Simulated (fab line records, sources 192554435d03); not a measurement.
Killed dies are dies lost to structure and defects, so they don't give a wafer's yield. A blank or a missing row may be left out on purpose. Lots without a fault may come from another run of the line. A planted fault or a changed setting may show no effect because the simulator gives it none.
Which tool did it? | flow n5_finfet | 22 lots, 66 wafers sampled, at 6 steps of a route of 1938

WHAT THE GAUGES READ, wafer by wafer
The record holds no reading of a measuring or inspecting step that can be judged against a usual standard deviation.

WHICH TOOL RAN EACH LOT (tool, then ch and the chambers of the sampled wafers, then the start)
lot  | N5_BEOL_M4_SPUTTER_88        | N5_BEOL_M4_SPUTTER_90        | N5_BEOL_M4_ANNEAL_91         | N5_BEOL_M5_ETCH_61                 | N5_BEOL_M5_STRIP_64                | N5_BEOL_M5_TRENCH_ETCH_37
L074 | pvd_sputter-03, day 7 20:25  | pvd_sputter-03, day 7 20:38  | pvd_sputter-03, day 7 20:43  | rie_diel-05 ch 0,1,2, day 8 00:43  | rie_diel-05 ch 0,1,2, day 8 00:52  | rie_diel-06 ch 2,3, no start
L075 | pvd_sputter-01, day 7 21:50  | pvd_sputter-01, day 7 22:04  | pvd_sputter-01, day 7 22:08  | rie_diel-04 ch 0,1,3, day 8 02:44  | rie_diel-04 ch 0,1,3, day 8 02:53  | rie_diel-06 ch 0,1,2, no start
L076 | pvd_sputter-01, day 8 03:46  | pvd_sputter-01, day 8 03:59  | pvd_sputter-01, day 8 04:04  | rie_diel-06 ch 2,3, day 8 10:09    | rie_diel-06 ch 2,3, day 8 10:19    | rie_diel-05 ch 0,1,2, no start
L077 | pvd_sputter-02, day 8 04:13  | pvd_sputter-02, day 8 04:26  | pvd_sputter-02, day 8 04:31  | rie_diel-06 ch 2,3, day 8 10:23    | rie_diel-06 ch 2,3, day 8 10:32    | rie_diel-06 ch 0,3, no start
L078 | pvd_sputter-02, day 8 18:55  | pvd_sputter-02, day 8 19:08  | pvd_sputter-02, day 8 19:13  | rie_diel-05 ch 0,3, day 8 23:56    | rie_diel-05 ch 0,3, day 9 00:05    | rie_diel-06 ch 1,2,3, no start
L080 | pvd_sputter-03, day 8 21:58  | pvd_sputter-03, day 8 22:11  | pvd_sputter-03, day 8 22:16  | rie_diel-06 ch 0,3, day 9 02:43    | rie_diel-06 ch 0,3, day 9 02:52    | rie_diel-06 ch 0,1, no start
L079 | pvd_sputter-01, day 8 23:28  | pvd_sputter-01, day 8 23:41  | pvd_sputter-01, day 8 23:46  | rie_diel-04 ch 0,1,3, day 9 05:43  | rie_diel-04 ch 0,1,3, day 9 05:52  | rie_diel-04 ch 0,2,3, no start
L082 | pvd_sputter-01, day 9 08:56  | pvd_sputter-01, day 9 09:09  | pvd_sputter-01, day 9 09:14  | rie_diel-05 ch 0,2,3, day 9 15:38  | rie_diel-05 ch 0,2,3, day 9 15:47  | rie_diel-04 ch 0,1, no start
L083 | pvd_sputter-01, day 10 04:04 | pvd_sputter-01, day 10 04:17 | pvd_sputter-01, day 10 04:22 | rie_diel-05 ch 0,3, day 10 09:33   | rie_diel-05 ch 0,3, day 10 09:43   | rie_diel-05 ch 1,2, no start
L086 | pvd_sputter-01, day 10 09:18 | pvd_sputter-01, day 10 09:31 | pvd_sputter-01, day 10 09:36 | rie_diel-04 ch 1,2, day 10 13:29   | rie_diel-04 ch 1,2, day 10 13:38   | rie_diel-04 ch 1,2,3, no start
L085 | pvd_sputter-01, day 10 14:25 | pvd_sputter-01, day 10 14:38 | pvd_sputter-01, day 10 14:43 | rie_diel-05 ch 1,3, day 10 19:29   | rie_diel-05 ch 1,3, day 10 19:38   | rie_diel-06 ch 0,2, no start
L087 | pvd_sputter-03, day 11 00:03 | pvd_sputter-03, day 11 00:16 | pvd_sputter-03, day 11 00:21 | rie_diel-04 ch 0,2,3, day 11 04:40 | rie_diel-04 ch 0,2,3, day 11 04:49 | rie_diel-06 ch 0,2,3, no start
L088 | pvd_sputter-03, day 11 01:53 | pvd_sputter-03, day 11 02:07 | pvd_sputter-03, day 11 02:11 | rie_diel-04 ch 0,2,3, day 11 07:37 | rie_diel-04 ch 0,2,3, day 11 07:46 | rie_diel-05 ch 0,1,3, no start
L089 | pvd_sputter-02, day 11 10:38 | pvd_sputter-02, day 11 10:52 | pvd_sputter-02, day 11 10:56 | rie_diel-04 ch 0,3, day 11 15:46   | rie_diel-04 ch 0,3, day 11 15:55   | rie_diel-05 ch 0,3, no start
L090 | pvd_sputter-01, day 11 13:20 | pvd_sputter-01, day 11 13:35 | pvd_sputter-01, day 11 13:41 | rie_diel-04 ch 2,3, day 11 18:44   | rie_diel-04 ch 2,3, day 11 18:54   | rie_diel-04 ch 0,2, no start
L091 | pvd_sputter-01, day 11 15:53 | pvd_sputter-01, day 11 16:08 | pvd_sputter-01, day 11 16:13 | rie_diel-04 ch 0,2,3, day 11 20:21 | rie_diel-04 ch 0,2,3, day 11 20:30 | rie_diel-04 ch 0,3, no start
L093 | pvd_sputter-01, day 12 10:37 | pvd_sputter-01, day 12 10:50 | pvd_sputter-01, day 12 10:55 | rie_diel-06 ch 0,1,2, day 12 15:42 | rie_diel-06 ch 0,1,2, day 12 15:52 | rie_diel-04 ch 0,2,3, no start
L092 | pvd_sputter-02, day 12 16:21 | pvd_sputter-02, day 12 16:34 | pvd_sputter-02, day 12 16:39 | rie_diel-05 ch 0,1,3, day 12 21:20 | rie_diel-05 ch 0,1,3, day 12 21:29 | rie_diel-06 ch 0,2,3, no start
L094 | pvd_sputter-01, day 12 17:44 | pvd_sputter-01, day 12 17:57 | pvd_sputter-01, day 12 18:02 | rie_diel-05 ch 1,3, day 13 01:12   | rie_diel-05 ch 1,3, day 13 01:22   | rie_diel-06 ch 0,2,3, no start
L095 | pvd_sputter-03, day 13 10:51 | pvd_sputter-03, day 13 11:04 | pvd_sputter-03, day 13 11:09 | rie_diel-05 ch 0,2,3, day 13 17:59 | rie_diel-05 ch 0,2,3, day 13 18:08 | rie_diel-04 ch 0,3, no start
L096 | pvd_sputter-03, day 14 00:39 | pvd_sputter-03, day 14 00:52 | pvd_sputter-03, day 14 00:57 | rie_diel-06 ch 0,1,2, day 14 05:57 | rie_diel-06 ch 0,1,2, day 14 06:07 | rie_diel-04 ch 0,2,3, no start
L097 | pvd_sputter-02, day 14 00:44 | pvd_sputter-02, day 14 00:57 | pvd_sputter-02, day 14 01:02 | rie_diel-06 ch 0,1,2, day 14 06:11 | rie_diel-06 ch 0,1,2, day 14 06:20 | rie_diel-05 ch 0,1,2, no start
- N5_BEOL_M4_SPUTTER_88: material Cu, target thk 4.5 nm, time 8.29 s.
- N5_BEOL_M4_SPUTTER_90: material Cu, target thk 4.5 nm, time 8.29 s.
- N5_BEOL_M4_ANNEAL_91: time 240 s.
- N5_BEOL_M5_ETCH_61: etches SiARC in CF4, target depth 15.6 nm, time 26 s.
- N5_BEOL_M5_STRIP_64: strips in CF4.
- N5_BEOL_M5_TRENCH_ETCH_37: etches SiCOH lowk in C4F6/O2, target depth 71.652 nm, time 24.7 s.

WHAT THE TOOLS THEMSELVES READ (means of the sampled wafers that have a number; where no wafer has one, the mark that the record gives instead)
N5_BEOL_M4_SPUTTER_88.
lot  | tool           | chuck_gas_flow_sccm (sccm) | substrate_temp_c (C) | throttle_valve_pct (%)
L074 | pvd_sputter-03 | 1.31                       | -19.93               | 29.7
L075 | pvd_sputter-01 | 1.27                       | -20.01               | 31.2
L076 | pvd_sputter-01 | 1.27                       | -19.95               | 31.3
L077 | pvd_sputter-02 | 1.27                       | -20.05               | 30.8
L078 | pvd_sputter-02 | 1.26                       | -20.06               | 31.1
L080 | pvd_sputter-03 | 1.27                       | -19.95               | 30.6
L079 | pvd_sputter-01 | 1.27                       | -20.07               | 31.3
L082 | pvd_sputter-01 | 1.28                       | -20.03               | 30.9
L083 | pvd_sputter-01 | 1.32                       | -20.04               | 30.9
L086 | pvd_sputter-01 | 1.29                       | -20.06               | 31.0
L085 | pvd_sputter-01 | 1.31                       | -19.93               | 31.4
L087 | pvd_sputter-03 | 1.24                       | -19.91               | 30.2
L088 | pvd_sputter-03 | 1.26                       | -20.04               | 30.4
L089 | pvd_sputter-02 | 1.26                       | -19.94               | 31.5
L090 | pvd_sputter-01 | 1.31                       | -19.92               | 30.5
L091 | pvd_sputter-01 | 1.28                       | -20.09               | 31.3
L093 | pvd_sputter-01 | 1.30                       | -19.91               | 31.2
L092 | pvd_sputter-02 | 1.22                       | -20.00               | 31.3
L094 | pvd_sputter-01 | 1.25                       | -20.14               | 31.1
L095 | pvd_sputter-03 | 1.24                       | -19.99               | 30.7
L096 | pvd_sputter-03 | 1.27                       | -19.96               | 29.6
L097 | pvd_sputter-02 | 1.25                       | -20.02               | 31.1

N5_BEOL_M4_SPUTTER_90.
lot  | tool           | chuck_gas_flow_sccm (sccm) | substrate_temp_c (C) | throttle_valve_pct (%)
L074 | pvd_sputter-03 | 1.25                       | -19.97               | 29.7
L075 | pvd_sputter-01 | 1.29                       | -20.04               | 31.0
L076 | pvd_sputter-01 | 1.26                       | -19.89               | 31.3
L077 | pvd_sputter-02 | 1.24                       | -20.11               | 30.7
L078 | pvd_sputter-02 | 1.33                       | -20.08               | 31.2
L080 | pvd_sputter-03 | 1.27                       | -19.99               | 30.6
L079 | pvd_sputter-01 | 1.29                       | -19.94               | 31.3
L082 | pvd_sputter-01 | 1.33                       | -20.08               | 31.0
L083 | pvd_sputter-01 | 1.25                       | -20.04               | 31.0
L086 | pvd_sputter-01 | 1.29                       | -19.96               | 31.0
L085 | pvd_sputter-01 | 1.25                       | -19.94               | 31.5
L087 | pvd_sputter-03 | 1.24                       | -19.84               | 30.3
L088 | pvd_sputter-03 | 1.23                       | -19.91               | 30.4
L089 | pvd_sputter-02 | 1.26                       | -19.96               | 31.5
L090 | pvd_sputter-01 | 1.19                       | -20.05               | 30.8
L091 | pvd_sputter-01 | 1.24                       | -19.93               | 31.2
L093 | pvd_sputter-01 | 1.32                       | -19.91               | 31.2
L092 | pvd_sputter-02 | 1.22                       | -20.03               | 31.2
L094 | pvd_sputter-01 | 1.24                       | -19.96               | 31.0
L095 | pvd_sputter-03 | 1.26                       | -20.01               | 30.8
L096 | pvd_sputter-03 | 1.22                       | -19.97               | 29.6
L097 | pvd_sputter-02 | 1.29                       | -19.97               | 31.3

N5_BEOL_M4_ANNEAL_91.
lot  | tool           | heater_power_w (W)
L074 | pvd_sputter-03 | 833
L075 | pvd_sputter-01 | 838
L076 | pvd_sputter-01 | 777
L077 | pvd_sputter-02 | 840
L078 | pvd_sputter-02 | 853
L080 | pvd_sputter-03 | 865
L079 | pvd_sputter-01 | 783
L082 | pvd_sputter-01 | 794
L083 | pvd_sputter-01 | 792
L086 | pvd_sputter-01 | 854
L085 | pvd_sputter-01 | 809
L087 | pvd_sputter-03 | 781
L088 | pvd_sputter-03 | 879
L089 | pvd_sputter-02 | 861
L090 | pvd_sputter-01 | 750
L091 | pvd_sputter-01 | 834
L093 | pvd_sputter-01 | 841
L092 | pvd_sputter-02 | 861
L094 | pvd_sputter-01 | 828
L095 | pvd_sputter-03 | 961
L096 | pvd_sputter-03 | 723
L097 | pvd_sputter-02 | 859

N5_BEOL_M5_ETCH_61.
lot  | tool        | drypump_motor_current_A (A) | etch_rf_on_time_s (s) | oes_product_au (a.u.) | rf_vpp_V (V) | showerhead_plenum_p_Torr (Torr) | throttle_valve_pct (%)
L074 | rie_diel-05 | 5.5                         | 26.3                  | 0.65                  | 184.2        | 2.14                            | 15.76
L075 | rie_diel-04 | 5.5                         | 25.8                  | 0.65                  | 184.7        | 2.15                            | 15.77
L076 | rie_diel-06 | 5.7                         | 26.3                  | 0.62                  | 185.8        | 2.21                            | 15.66
L077 | rie_diel-06 | 5.7                         | 26.4                  | 0.62                  | 185.2        | 2.21                            | 15.65
L078 | rie_diel-05 | 5.7                         | 26.6                  | 0.67                  | 184.2        | 2.12                            | 15.59
L080 | rie_diel-06 | 5.5                         | 25.8                  | 0.61                  | 184.4        | 2.20                            | 15.56
L079 | rie_diel-04 | 5.5                         | 26.0                  | 0.64                  | 185.0        | 2.15                            | 15.79
L082 | rie_diel-05 | 5.6                         | 26.3                  | 0.68                  | 183.3        | 2.15                            | 15.64
L083 | rie_diel-05 | 5.9                         | 26.5                  | 0.63                  | 184.6        | 2.16                            | 15.84
L086 | rie_diel-04 | 6.3                         | 25.7                  | 0.72                  | 183.7        | 2.13                            | 15.70
L085 | rie_diel-05 | 5.5                         | 26.0                  | 0.63                  | 182.9        | 2.05                            | 15.66
L087 | rie_diel-04 | 5.7                         | 25.6                  | 0.71                  | 184.5        | 2.10                            | 15.74
L088 | rie_diel-04 | 5.7                         | 25.7                  | 0.71                  | 183.4        | 2.10                            | 15.74
L089 | rie_diel-04 | 5.4                         | 25.8                  | 0.67                  | 183.1        | 2.10                            | 15.75
L090 | rie_diel-04 | 6.0                         | 25.7                  | 0.73                  | 183.8        | 2.10                            | 15.75
L091 | rie_diel-04 | 5.7                         | 25.6                  | 0.70                  | 183.5        | 2.10                            | 15.75
L093 | rie_diel-06 | 5.8                         | 26.2                  | 0.67                  | 184.0        | 2.14                            | 15.60
L092 | rie_diel-05 | 5.7                         | 26.1                  | 0.62                  | 183.4        | 2.10                            | 15.78
L094 | rie_diel-05 | 5.6                         | 25.9                  | 0.62                  | 182.5        | 2.04                            | 15.68
L095 | rie_diel-05 | 5.6                         | 26.4                  | 0.65                  | 184.1        | 2.14                            | 15.71
L096 | rie_diel-06 | 5.8                         | 26.5                  | 0.65                  | 184.3        | 2.14                            | 15.62
L097 | rie_diel-06 | 5.8                         | 26.1                  | 0.65                  | 184.4        | 2.14                            | 15.62

N5_BEOL_M5_STRIP_64.
lot  | tool        | bias_power_w (W) | drypump_motor_current_A (A) | oes_product_au (a.u.) | rf_vpp_V (V) | showerhead_plenum_p_Torr (Torr) | throttle_valve_pct (%)
L074 | rie_diel-05 | 74.86            | 5.5                         | 0.76                  | 271.7        | 1.80                            | 13.73
L075 | rie_diel-04 | 75.08            | 5.5                         | 0.76                  | 271.2        | 1.80                            | 13.75
L076 | rie_diel-06 | 74.68            | 5.7                         | 0.72                  | 272.3        | 1.85                            | 13.65
L077 | rie_diel-06 | 75.21            | 5.7                         | 0.72                  | 271.7        | 1.85                            | 13.66
L078 | rie_diel-05 | 75.15            | 5.7                         | 0.79                  | 271.0        | 1.78                            | 13.58
L080 | rie_diel-06 | 74.76            | 5.5                         | 0.71                  | 273.5        | 1.84                            | 13.58
L079 | rie_diel-04 | 75.09            | 5.5                         | 0.75                  | 271.2        | 1.79                            | 13.76
L082 | rie_diel-05 | 75.26            | 5.6                         | 0.79                  | 271.9        | 1.81                            | 13.62
L083 | rie_diel-05 | 74.76            | 5.9                         | 0.74                  | 270.8        | 1.82                            | 13.84
L086 | rie_diel-04 | 74.77            | 6.3                         | 0.83                  | 271.1        | 1.78                            | 13.67
L085 | rie_diel-05 | 75.17            | 5.5                         | 0.73                  | 269.8        | 1.72                            | 13.65
L087 | rie_diel-04 | 74.87            | 5.7                         | 0.81                  | 270.2        | 1.76                            | 13.70
L088 | rie_diel-04 | 74.88            | 5.7                         | 0.82                  | 270.8        | 1.76                            | 13.70
L089 | rie_diel-04 | 75.05            | 5.4                         | 0.77                  | 271.2        | 1.76                            | 13.71
L090 | rie_diel-04 | 74.84            | 6.0                         | 0.84                  | 270.4        | 1.76                            | 13.70
L091 | rie_diel-04 | 75.29            | 5.7                         | 0.81                  | 269.8        | 1.76                            | 13.71
L093 | rie_diel-06 | 74.85            | 5.8                         | 0.77                  | 271.2        | 1.80                            | 13.58
L092 | rie_diel-05 | 74.72            | 5.7                         | 0.72                  | 270.4        | 1.76                            | 13.79
L094 | rie_diel-05 | 74.97            | 5.5                         | 0.72                  | 269.3        | 1.72                            | 13.69
L095 | rie_diel-05 | 74.91            | 5.6                         | 0.77                  | 271.1        | 1.80                            | 13.71
L096 | rie_diel-06 | 74.91            | 5.8                         | 0.76                  | 271.1        | 1.79                            | 13.60
L097 | rie_diel-06 | 75.09            | 5.8                         | 0.76                  | 271.3        | 1.79                            | 13.62

N5_BEOL_M5_TRENCH_ETCH_37.
lot  | tool        | O2_flow_sccm (sccm) | drypump_motor_current_A (A) | oes_o_777_au (a.u.) | oes_product_au (a.u.) | rf_vpp_V (V) | showerhead_plenum_p_Torr (Torr) | throttle_valve_pct (%)
L074 | rie_diel-06 | 9.98                | 5.7                         | 0.73                | 0.73                  | 678          | 2.95                            | 20.91
L075 | rie_diel-06 | 10.01               | 5.8                         | 0.72                | 0.71                  | 671          | 2.86                            | 20.95
L076 | rie_diel-05 | 9.99                | 5.5                         | 0.76                | 0.76                  | 666          | 2.85                            | 21.07
L077 | rie_diel-06 | 10.04               | 5.4                         | 0.74                | 0.73                  | 674          | 2.95                            | 20.75
L078 | rie_diel-06 | 10.02               | 5.6                         | 0.73                | 0.73                  | 671          | 2.88                            | 20.95
L080 | rie_diel-06 | 10.00               | 5.7                         | 0.72                | 0.72                  | 664          | 2.79                            | 20.99
L079 | rie_diel-04 | 10.00               | 5.7                         | 0.85                | 0.84                  | 660          | 2.80                            | 21.07
L082 | rie_diel-04 | 9.99                | 5.7                         | 0.77                | 0.77                  | 671          | 2.82                            | 21.00
L083 | rie_diel-05 | 9.97                | 5.4                         | 0.75                | 0.75                  | 667          | 2.77                            | 20.97
L086 | rie_diel-04 | 10.04               | 5.8                         | 0.78                | 0.79                  | 664          | 2.85                            | 21.14
L085 | rie_diel-06 | 9.99                | 5.8                         | 0.88                | 0.88                  | 675          | 2.92                            | 20.66
L087 | rie_diel-06 | 10.02               | 5.6                         | 0.80                | 0.80                  | 675          | 2.93                            | 20.75
L088 | rie_diel-05 | 10.00               | 5.7                         | 0.74                | 0.73                  | 666          | 2.79                            | 21.01
L089 | rie_diel-05 | 10.00               | 5.9                         | 0.73                | 0.73                  | 666          | 2.87                            | 21.11
L090 | rie_diel-04 | 10.02               | 6.2                         | 0.87                | 0.87                  | 660          | 2.76                            | 21.02
L091 | rie_diel-04 | 10.01               | 5.3                         | 0.76                | 0.77                  | 660          | 2.82                            | 21.19
L093 | rie_diel-04 | 9.99                | 5.7                         | 0.81                | 0.81                  | 659          | 2.79                            | 21.11
L092 | rie_diel-06 | 10.03               | 5.6                         | 0.78                | 0.79                  | 675          | 2.93                            | 20.78
L094 | rie_diel-06 | 10.01               | 5.6                         | 0.79                | 0.78                  | 674          | 2.93                            | 20.78
L095 | rie_diel-04 | 9.99                | 5.3                         | 0.75                | 0.75                  | 660          | 2.81                            | 21.20
L096 | rie_diel-04 | 10.01               | 5.7                         | 0.80                | 0.80                  | 659          | 2.79                            | 21.13
L097 | rie_diel-05 | 10.01               | 5.5                         | 0.72                | 0.72                  | 666          | 2.83                            | 21.12

THE ANSWER, worked out from the rows above alone
Rule: what is usual is taken from the lots themselves. Put in order of their means at a reading, lots are off if they are a third of the lots or fewer, leave a main group of 4 or more, and stand apart from it by a gap of 3 or more times the standard deviation of the main group's means; of several such gaps the widest counts. A main group whose means are all the same, to the digits that the tables above print for the reading, isn't used. A lot without any number at a reading at which 4 lots or more have one is off too. The other lots that the step has rows for count as sound. The gauges are gone through in route order, then the tools' own readings, and for those a lot's mean is taken as printed above. The first step at which some lot is off is used, and at that step the reading that is off furthest; a lot without a number counts as furthest.
No lot is off at any reading shown: from this, nothing can be told.

WHAT THE SIMULATOR HAD PUT IN
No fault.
